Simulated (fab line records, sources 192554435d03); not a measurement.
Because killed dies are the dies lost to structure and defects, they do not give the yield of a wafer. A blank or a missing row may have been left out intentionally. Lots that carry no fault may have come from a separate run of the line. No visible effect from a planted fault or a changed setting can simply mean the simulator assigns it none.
Which tool is to blame? | flow n5 finfet | 11 lots, 32 wafers sampled, at 2 steps of a route of 1938

WHAT THE GAUGES SHOWED, per wafer
N5_BEOL_M5_INSPECT_58: inspects for defects (darkfield).
lot  | measured     | on                | raw defect count
L509 | day 8 22:53  | defect inspect-01 | 48 50 75
L510 | day 9 02:33  | defect inspect-01 | 64 77 76
L513 | day 9 21:19  | defect inspect-01 | 110 98
L516 | day 9 23:08  | defect inspect-01 | 134 134 153
L519 | day 11 02:26 | defect inspect-01 | 120 94 88
L518 | day 11 02:53 | defect inspect-01 | 74 97 101
L520 | day 11 07:41 | defect inspect-01 | 69 85 69
L521 | day 11 11:13 | defect inspect-02 | 73 38 36
L528 | day 13 07:30 | defect inspect-02 | 70 80 72
L530 | day 13 17:31 | defect inspect-02 | 79 52 43
L529 | day 13 18:04 | defect inspect-02 | 43 74 78

TOOL THAT RAN EACH LOT (tool first, then ch and the chambers of the sampled wafers, then the start)
lot  | N5_BEOL_M5_ANNEAL_84
L509 | pvd sputter-02, day 8 17:54
L510 | pvd sputter-01, day 8 18:39
L513 | pvd sputter-03, day 9 18:01
L516 | pvd sputter-01, day 9 19:58
L519 | pvd sputter-02, day 10 23:10
L518 | pvd sputter-01, day 10 23:30
L520 | pvd sputter-03, day 11 04:29
L521 | pvd sputter-02, day 11 08:03
L528 | pvd sputter-03, day 13 04:19
L530 | pvd sputter-03, day 13 14:18
L529 | pvd sputter-02, day 13 14:40
- N5_BEOL_M5_ANNEAL_84: time 1800 s.

THE ANSWER, worked out from the rows above alone
Rule: usual is defined by the lots themselves. The widest of any qualifying gaps counts: lots, ordered by their means at a reading, are off when they make up no more than a third of the lots, leave a main group of 4 or more, and stand apart from it by 3 or more times the standard deviation of that group's means. Not used: any main group whose means are identical at the precision the tables above print for the reading. Also off: a lot with no number at a reading for which 4 or more lots have one. Where the step has rows for the other lots, those lots are counted as sound.
No lot is off on any of the readings shown, so nothing can be concluded from this.

WHAT THE SIMULATOR HAD PUT IN
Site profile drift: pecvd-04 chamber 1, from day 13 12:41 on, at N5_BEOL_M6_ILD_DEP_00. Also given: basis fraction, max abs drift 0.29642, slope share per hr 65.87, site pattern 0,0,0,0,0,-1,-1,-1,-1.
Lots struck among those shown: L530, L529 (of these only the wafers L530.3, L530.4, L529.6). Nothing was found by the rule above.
